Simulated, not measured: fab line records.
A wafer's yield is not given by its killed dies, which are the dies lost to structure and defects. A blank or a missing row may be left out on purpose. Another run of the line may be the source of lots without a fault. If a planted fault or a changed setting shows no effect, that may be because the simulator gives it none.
fab line records ; flow n5Finfet
[record] lots = 6; wafers = 18; lastDay = 17
route steps=1938 shown BEOL_M0_SAQP@635
lots with no fault: from the same line, run without faults
startH: the number of hours between the record's first day and the start of the first shown wafer of the lot ; waitH: how many hours have passed since the lot's step before this one ; " same as the row above ; L1.1+2: a row that stands for several wafers ; - value missing, or start not given ; * or withheld: withheld ; < > ~ a bound
route shown NAME@n: a module of which the file shows steps, and the number in the route of the first ; usual: the fault-free wafers' mean and standard deviation ; same: alike in all rows ; chamber/n: place in a boat ; sites: the reading at each site ; _std_site: their standard deviation ; _edge_site: inner sites' mean taken away from outer sites' mean ; radiusMm: how far each site lies from the wafer's centre ; mask NAME#n: copy n ; behind: tool/chamber where the wafer was last shaped ; hold: why the lot was held/for how many hours/how that ended ; device: the transistor (n, p or np) that didn't switch ; end of line: at the end of the route, the tests of the same wafers ; step lacking rows: just its recipe ; killed: dies lost to structure and defects at the first sort, not the wafer's yield ; map: the dies of a wafer, with x for killed, . for not killed, _ for no die there
set.NAME: setting as actually run; set.NAME@STEP: the setting as run at that earlier step ; model.NAME: the simulator's own value behind a step, which no gauge read
a table for each step, a row for each wafer; lots at some steps of the route
services: from which hour (startH, from the record's first day; less than 0 if before it) a tool's chamber was out of use, for how many hours, and why
[[steps]]
[step N5_BEOL_M0_SAQP_PECVD_03]
[recipe] material = SiCN; targetThkA = 120; tempC = withheld; precursor = 3MS/NH3; pressureTorr = 3; rfW = 202; timeS = 21.1
[usual] rfFwdPowerW = 199.0/0.92; showerheadPlenumPTorr = 3.663/0.011; throttleValvePct = 9.2/0.56
lot.wafer;tool;chamber;startH;waitH;rfFwdPowerW;showerheadPlenumPTorr;throttleValvePct
L493.1;pecvd-04;1;173.92;0.1;199.2;3.666;9.6
L493.3;pecvd-04;1;173.92;0.1;198.4;3.648;9.6
L493.6;pecvd-04;1;173.92;0.1;198.7;3.652;9.7
L494.3;pecvd-02;2;177.01;0.1;199.7;3.651;9.3
L494.4;pecvd-02;1;177.01;0.1;199.7;3.674;9.9
L494.5;pecvd-02;0;177.01;0.1;197.3;3.647;9.4
L498.1;pecvd-04;0;202.75;0.1;198.3;3.668;9.6
L498.2;pecvd-04;1;202.75;0.1;199.7;3.662;9.7
L498.5;pecvd-04;0;202.75;0.1;198.3;3.675;9.5
L499.3;pecvd-04;0;210.67;0.1;198.4;3.673;9.4
L499.4;pecvd-04;1;210.67;0.1;199.2;3.661;9.6
L499.5;pecvd-04;0;210.67;0.1;198.3;3.673;9.9
L500.4;pecvd-03;0;215.25;0.1;198.1;3.683;8.4
L500.5;pecvd-03;1;215.25;0.1;197.7;3.675;8.8
L500.6;pecvd-03;0;215.25;0.1;199.4;3.674;8.9
L505.1;pecvd-02;2;244.74;0.1;200.4;3.656;9.5
L505.4;pecvd-02;2;244.74;0.1;200.0;3.649;9.2
L505.5;pecvd-02;0;244.74;0.1;197.7;3.651;9.5
[step N5_BEOL_M0_SAQP_PECVD_96]
[recipe] material = a-Si; targetThkA = 450; tempC = 350; precursor = SiH4/He; pressureTorr = 3; rfW = 100; timeS = 45.2
[usual] heaterPowerW = 592/43; rfFwdPowerW = 99.1/0.35; showerheadPlenumPTorr = 5.66/0.042; throttleValvePct = 18.5/1.1
lot.wafer;tool;chamber;startH;waitH;heaterPowerW;rfFwdPowerW;showerheadPlenumPTorr;throttleValvePct
L493.1;pecvd-04;1;173.96;0.0;598;99.2;5.65;19.4
L493.3;pecvd-04;1;173.96;0.0;599;99.3;5.65;19.3
L493.6;pecvd-04;1;173.96;0.0;597;99.2;5.65;19.1
L494.3;pecvd-02;2;177.04;0.0;577;99.6;5.61;18.0
L494.4;pecvd-02;1;177.04;0.0;606;99.2;5.69;20.1
L494.5;pecvd-02;0;177.04;0.0;595;98.6;5.59;19.3
L498.1;pecvd-04;0;202.80;0.0;554;99.0;5.70;19.3
L498.2;pecvd-04;1;202.80;0.0;672;98.9;5.66;19.5
L498.5;pecvd-04;0;202.80;0.0;570;98.9;5.69;19.4
L499.3;pecvd-04;0;210.72;0.0;559;98.2;5.70;19.3
L499.4;pecvd-04;1;210.72;0.0;647;99.6;5.64;19.4
L499.5;pecvd-04;0;210.72;0.0;566;98.9;5.70;19.4
L500.4;pecvd-03;0;215.30;0.0;591;99.2;5.72;17.6
L500.5;pecvd-03;1;215.30;0.0;530;98.9;5.67;17.7
L500.6;pecvd-03;0;215.30;0.0;626;98.7;5.70;17.5
L505.1;pecvd-02;2;244.76;0.0;594;98.8;5.62;18.4
L505.4;pecvd-02;2;244.76;0.0;605;99.0;5.62;18.3
L505.5;pecvd-02;0;244.76;0.0;536;98.5;5.59;19.2
[step N5_BEOL_M0_SAQP_PECVD_97]
[recipe] material = SiNx; targetThkA = 230; tempC = 350; precursor = SiH4/NH3/N2; pressureTorr = 1.5; rfW = 300; timeS = 19.9
[usual] heaterPowerW = 514/47; rfFwdPowerW = 296.5/1.1; showerheadPlenumPTorr = 5.13/0.055; throttleValvePct = 40.7/2.5
lot.wafer;tool;chamber;startH;waitH;heaterPowerW;rfFwdPowerW;showerheadPlenumPTorr;throttleValvePct
L493.1;pecvd-04;1;174.03;0.0;563;297.5;5.11;42.3
L493.3;pecvd-04;1;174.03;0.0;549;298.3;5.10;42.3
L493.6;pecvd-04;1;174.03;0.0;556;296.4;5.10;42.3
L494.3;pecvd-02;2;177.09;0.0;542;296.4;5.08;40.2
L494.4;pecvd-02;1;177.09;0.0;482;296.1;5.17;44.5
L494.5;pecvd-02;0;177.09;0.0;454;296.6;5.04;42.6
L498.1;pecvd-04;0;202.87;0.0;469;295.0;5.17;42.6
L498.2;pecvd-04;1;202.87;0.0;498;297.5;5.12;42.6
L498.5;pecvd-04;0;202.87;0.0;464;294.6;5.19;42.3
L499.3;pecvd-04;0;210.79;0.0;425;295.6;5.19;42.4
L499.4;pecvd-04;1;210.79;0.0;614;296.7;5.11;42.5
L499.5;pecvd-04;0;210.79;0.0;446;296.7;5.17;42.3
L500.4;pecvd-03;0;215.37;0.0;500;296.1;5.21;38.0
L500.5;pecvd-03;1;215.37;0.0;515;295.5;5.13;39.5
L500.6;pecvd-03;0;215.37;0.0;495;298.2;5.20;38.0
L505.1;pecvd-02;2;244.81;0.0;486;297.3;5.08;40.5
L505.4;pecvd-02;2;244.81;0.0;490;294.7;5.07;40.0
L505.5;pecvd-02;0;244.81;0.0;467;295.4;5.02;42.5
[step N5_BEOL_M0_SAQP_PECVD_04]
[recipe] material = a-Si; targetThkA = 600; tempC = 350; precursor = SiH4/He; pressureTorr = 3; rfW = 100; timeS = 60.2
[usual] heaterPowerW = 584/45; rfFwdPowerW = 99.3/0.39; showerheadPlenumPTorr = 5.66/0.041; throttleValvePct = 18.5/1.2
lot.wafer;tool;chamber;startH;waitH;heaterPowerW;rfFwdPowerW;showerheadPlenumPTorr;throttleValvePct
L493.1;pecvd-04;1;174.09;0.0;590;100.1;5.64;19.4
L493.3;pecvd-04;1;174.09;0.0;591;99.3;5.64;19.4
L493.6;pecvd-04;1;174.09;0.0;616;99.5;5.65;19.1
L494.3;pecvd-02;2;177.13;0.0;532;100.1;5.62;18.3
L494.4;pecvd-02;1;177.13;0.0;559;99.8;5.69;20.1
L494.5;pecvd-02;0;177.13;0.0;566;99.0;5.60;19.3
L498.1;pecvd-04;0;202.92;0.0;555;98.8;5.69;19.4
L498.2;pecvd-04;1;202.92;0.0;610;99.7;5.66;19.2
L498.5;pecvd-04;0;202.92;0.0;566;99.0;5.69;18.9
L499.3;pecvd-04;0;210.86;0.1;542;99.5;5.68;19.3
L499.4;pecvd-04;1;210.86;0.1;608;99.2;5.66;19.2
L499.5;pecvd-04;0;210.86;0.1;544;99.2;5.68;19.3
L500.4;pecvd-03;0;215.44;0.1;589;99.3;5.71;17.4
L500.5;pecvd-03;1;215.44;0.1;617;99.5;5.65;17.8
L500.6;pecvd-03;0;215.44;0.1;604;99.3;5.72;17.4
L505.1;pecvd-02;2;244.85;0.0;553;99.5;5.60;18.4
L505.4;pecvd-02;2;244.85;0.0;547;99.1;5.61;18.3
L505.5;pecvd-02;0;244.85;0.0;551;99.5;5.59;19.3
[step N5_BEOL_M0_SAQP_THK_MEAS_05]
[usual] thkNm = 59.8/0.77
lot.wafer;tool;chamber;startH;waitH;thkNm
L493.1;filmMetro-02;-;174.22;0.1;58.8
L493.3;filmMetro-02;-;174.22;0.1;59.8
L493.6;filmMetro-02;-;174.22;0.1;59.3
L494.3;filmMetro-01;-;177.23;0.1;58.5
L494.4;filmMetro-01;-;177.23;0.1;60.4
L494.5;filmMetro-01;-;177.23;0.1;60.1
L498.1;filmMetro-01;-;203.05;0.1;59.4
L498.2;filmMetro-01;-;203.05;0.1;59.2
L498.5;filmMetro-01;-;203.05;0.1;60.3
L499.3;filmMetro-01;-;210.95;0.1;59.7
L499.4;filmMetro-01;-;210.95;0.1;60.0
L499.5;filmMetro-01;-;210.95;0.1;60.3
L500.4;filmMetro-02;-;215.54;0.1;61.0
L500.5;filmMetro-02;-;215.54;0.1;61.0
L500.6;filmMetro-02;-;215.54;0.1;61.4
L505.1;filmMetro-01;-;244.95;0.1;59.6
L505.4;filmMetro-01;-;244.95;0.1;59.8
L505.5;filmMetro-01;-;244.95;0.1;59.8
[step N5_BEOL_M0_SAQP_HM_DEP_111]
[recipe] material = SiO2; targetThkA = 120; tempC = 400; precursor = SiH4/N2O; pressureTorr = 0.75; rfW = 275; timeS = 7.2
[usual] heaterPowerW = 732/54; rfFwdPowerW = 272.4/1.1; showerheadPlenumPTorr = 8.10/0.13
lot.wafer;tool;chamber;startH;waitH;heaterPowerW;rfFwdPowerW;showerheadPlenumPTorr
L493.1;pecvd-02;1;174.26;0.0;734;271.8;8.22
L493.3;pecvd-02;0;174.26;0.0;759;271.0;7.93
L493.6;pecvd-02;2;174.26;0.0;673;273.9;7.99
L494.3;pecvd-03;2;177.26;0.0;700;272.4;7.94
L494.4;pecvd-03;2;177.26;0.0;718;272.8;7.94
L494.5;pecvd-03;1;177.26;0.0;787;271.6;8.12
L498.1;pecvd-02;1;203.09;0.0;743;272.7;8.22
L498.2;pecvd-02;2;203.09;0.0;751;273.1;8.02
L498.5;pecvd-02;2;203.09;0.0;735;273.8;8.00
L499.3;pecvd-02;0;210.99;0.0;725;270.8;7.94
L499.4;pecvd-02;0;210.99;0.0;725;272.0;7.93
L499.5;pecvd-02;2;210.99;0.0;659;272.6;8.02
L500.4;pecvd-04;1;215.60;0.1;875;272.4;8.07
L500.5;pecvd-04;0;215.60;0.1;693;270.5;8.25
L500.6;pecvd-04;1;215.60;0.1;848;273.0;8.09
L505.1;pecvd-03;1;244.98;0.0;782;270.7;8.14
L505.4;pecvd-03;0;244.98;0.0;765;271.6;8.29
L505.5;pecvd-03;1;244.98;0.0;773;272.8;8.12
[step N5_BEOL_M0_SAQP_COAT_81]
[recipe] resist = SOC; tempC = 250; timeS = 60; spinRpm = 1500; resistThkNm = 100
[step N5_BEOL_M0_SAQP_COAT_82]
[recipe] resist = SiARC; tempC = 220; timeS = 60; spinRpm = 1500; resistThkNm = 30
[step N5_BEOL_M0_SAQP_COAT_08]
[recipe] resist = CAR-ArF; spinRpm = 1500; resistThkNm = 90
[step N5_BEOL_M0_SAQP_EBR_10]
[recipe] solvent = PGMEA; ebrWidthMm = 1.5
[step N5_BEOL_M0_SAQP_SOFTBAKE_09]
[recipe] tempC = 110; timeS = 60; resist = CAR-ArF
[step N5_BEOL_M0_SAQP_EXPOSE_11]
[recipe] maskId = M0_CORE; na = 1.35; sourceShape = dipole; sigmaInner = 0.538; sigmaOuter = 0.738; polarization = te; targetCdNm = 42; doseMj = 55
[step N5_BEOL_M0_SAQP_PEB_12]
[recipe] pebTempC = withheld; pebTimeS = 60; resist = CAR-ArF
[usual] chillPlateTempC = 23.00/0.11; exhaustPa = 44.9/0.92; resistLineTempC = 22.99/0.11
lot.wafer;tool;chamber;startH;waitH;chillPlateTempC;exhaustPa;resistLineTempC
L493.1;lithoTrack-03;0;174.63;0.1;23.02;43.9;23.08
L493.3;lithoTrack-03;0;174.63;0.1;23.07;46.9;23.05
L493.6;lithoTrack-03;0;174.63;0.1;22.97;46.0;23.03
L494.3;lithoTrack-01;0;177.52;0.0;23.29;45.2;23.08
L494.4;lithoTrack-01;0;177.52;0.0;23.24;44.4;22.95
L494.5;lithoTrack-01;0;177.52;0.0;23.05;44.7;23.00
L498.1;lithoTrack-01;0;203.47;0.1;23.15;45.2;22.92
L498.2;lithoTrack-01;0;203.47;0.1;23.11;45.7;22.95
L498.5;lithoTrack-01;0;203.47;0.1;23.17;46.6;22.84
L499.3;lithoTrack-05;-;211.37;0.0;-;-;-
L499.4;lithoTrack-05;-;211.37;0.0;-;-;-
L499.5;lithoTrack-05;-;211.37;0.0;-;-;-
L500.4;lithoTrack-03;-;215.98;0.0;-;-;-
L500.5;lithoTrack-03;-;215.98;0.0;-;-;-
L500.6;lithoTrack-03;-;215.98;0.0;-;-;-
L505.1;lithoTrack-05;0;245.36;0.1;23.16;45.1;23.08
L505.4;lithoTrack-05;0;245.36;0.1;23.01;44.2;23.02
L505.5;lithoTrack-05;0;245.36;0.1;23.02;43.9;23.10
[step N5_BEOL_M0_SAQP_DEVELOP_13]
[recipe] developTimeS = 30; developer = TMAH; resist = CAR-ArF; devTempC = 23; rinseLiquid = diw; dry = airSpin
[[services]]
tool;chamber;startH;hours;kind
pecvd-02;2;156.91;2.1;scheduledDown
pecvd-04;0;173.37;10.2;repair
pecvd-04;2;190.12;32.7;repair
pecvd-03;1;193.83;5.5;scheduledDown
pecvd-03;2;198.64;13.5;repair
pecvd-03;2;212.18;-;clean
pecvd-03;2;212.18;-;consumableReplace:showerhead
pecvd-03;2;212.18;29.0;scheduledDown
pecvd-03;2;212.18;29.0;ventCycle
pecvd-02;2;215.15;5.5;scheduledDown
[[key]]
[firstSign] step = N5_BEOL_M0_SAQP_PEB_12; reading = toolRecord; direction = missing
effect none on later readings
metAt N5_BEOL_M0_SAQP_PEB_12
struckWafers L499.3,L499.4,L499.5,L500.4,L500.5,L500.6
laterRowsLeftOut L499.3,L499.4,L499.5,L500.4,L500.5,L500.6
sortLeftOut L499.3,L499.4,L499.5,L500.4,L500.5,L500.6
onsetBetween 174.63 211.37
[fault] kind = skippedStepWhole; tool = lithoTrack-03,lithoTrack-05; chamber = -; onsetH = 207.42; steps = N5_BEOL_M0_SAQP_PEB_12; scope = struckLotsOnly
// sortLeftOut: the simulated sort isn't trusted on such a fault, so these wafers' sort isn't shown, and their yield isn't known
// laterRowsLeftOut: the simulator's readings of these wafers behind a module that went badly wrong aren't trusted and aren't shown, but for the sort
